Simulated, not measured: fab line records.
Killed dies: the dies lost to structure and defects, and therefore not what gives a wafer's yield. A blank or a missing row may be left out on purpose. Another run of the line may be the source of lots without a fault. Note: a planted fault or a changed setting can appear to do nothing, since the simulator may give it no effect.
Chamber matching :: flow n5Finfet :: 3 sister chambers for N5_BEOL_M8_PECVD_70 on pecvd-01
The step deposits SiO2 from TEOS/O2, target thk 20 nm, time 22.7 s. 14 wafers are shown with their chamber, then 7 later ones without.

## WAFERS WITH THEIR CHAMBER
wafer: L074.3
chamber: 2
throttleValvePct (%): 21.0
showerheadPlenumPTorr (Torr): 8.81
heaterPowerW (W): 517

wafer: L074.4
chamber: 2
throttleValvePct (%): 20.9
showerheadPlenumPTorr (Torr): 8.82
heaterPowerW (W): 527

wafer: L074.5
chamber: 0
throttleValvePct (%): 23.7
showerheadPlenumPTorr (Torr): 8.77
heaterPowerW (W): 675

wafer: L077.2
chamber: 1
throttleValvePct (%): 21.1
showerheadPlenumPTorr (Torr): 8.90
heaterPowerW (W): 785

wafer: L077.3
chamber: 0
throttleValvePct (%): 23.8
showerheadPlenumPTorr (Torr): 8.77
heaterPowerW (W): 682

wafer: L077.6
chamber: 2
throttleValvePct (%): 20.8
showerheadPlenumPTorr (Torr): 8.85
heaterPowerW (W): 531

wafer: L078.1
chamber: 2
throttleValvePct (%): 21.2
showerheadPlenumPTorr (Torr): 8.82
heaterPowerW (W): 588

wafer: L078.4
chamber: 1
throttleValvePct (%): 21.3
showerheadPlenumPTorr (Torr): 8.87
heaterPowerW (W): 819

wafer: L078.6
chamber: 0
throttleValvePct (%): 23.9
showerheadPlenumPTorr (Torr): 8.75
heaterPowerW (W): 591

wafer: L086.3
chamber: 1
throttleValvePct (%): 21.3
showerheadPlenumPTorr (Torr): 8.90
heaterPowerW (W): 755

wafer: L086.5
chamber: 1
throttleValvePct (%): 21.3
showerheadPlenumPTorr (Torr): 8.90
heaterPowerW (W): 753

wafer: L086.6
chamber: 0
throttleValvePct (%): 23.8
showerheadPlenumPTorr (Torr): 8.75
heaterPowerW (W): 685

wafer: L088.1
chamber: 1
throttleValvePct (%): 21.6
showerheadPlenumPTorr (Torr): 8.90
heaterPowerW (W): 820

wafer: L088.5
chamber: 1
throttleValvePct (%): 21.6
showerheadPlenumPTorr (Torr): 8.87
heaterPowerW (W): 818

SIGNATURES (means of the wafers above)
reading: throttleValvePct
chamber 0: 23.800
chamber 1: 21.367
chamber 2: 20.975
scatter within a chamber: 0.165

reading: showerheadPlenumPTorr
chamber 0: 8.7600
chamber 1: 8.8900
chamber 2: 8.8250
scatter within a chamber: 0.0151

reading: heaterPowerW
chamber 0: 658.25
chamber 1: 791.67
chamber 2: 540.75
scatter within a chamber: 36
Rule: distance of a wafer from a chamber = root of the sum over the readings of ((wafer's reading minus chamber's mean) / reading's scatter) squared. If the next closest chamber is less than 2 further off than the closest, the wafer can't be placed; otherwise it belongs to the closest. The scatter: take each reading less its chamber's mean, square it, sum over the shown wafers, divide by the number of wafers less the number of chambers, and take the root.

## WAFERS WITHOUT THEIR CHAMBER
wafer: L088.6
throttleValvePct (%): 21.1
showerheadPlenumPTorr (Torr): 8.81
heaterPowerW (W): 558

wafer: L095.1
throttleValvePct (%): 23.9
showerheadPlenumPTorr (Torr): 8.75
heaterPowerW (W): 707

wafer: L095.3
throttleValvePct (%): 21.0
showerheadPlenumPTorr (Torr): 8.84
heaterPowerW (W): 556

wafer: L095.6
throttleValvePct (%): 21.4
showerheadPlenumPTorr (Torr): 8.82
heaterPowerW (W): 551

wafer: L097.2
throttleValvePct (%): 21.1
showerheadPlenumPTorr (Torr): 8.82
heaterPowerW (W): 559

wafer: L097.3
throttleValvePct (%): 21.4
showerheadPlenumPTorr (Torr): 8.89
heaterPowerW (W): 702

wafer: L097.6
throttleValvePct (%): 21.3
showerheadPlenumPTorr (Torr): 8.84
heaterPowerW (W): 562

## CHAMBER TAKEN BY EACH
wafer: L088.6
from the rows above: 2
in truth: 2

wafer: L095.1
from the rows above: 0
in truth: 0

wafer: L095.3
from the rows above: 2
in truth: 2

wafer: L095.6
from the rows above: 2
in truth: 2

wafer: L097.2
from the rows above: 2
in truth: 2

wafer: L097.3
from the rows above: 1
in truth: 1

wafer: L097.6
from the rows above: 2
in truth: 2
Correct placement for 7 of the 7. From these rows, 0 cannot be placed. Wrongly placed: 0.
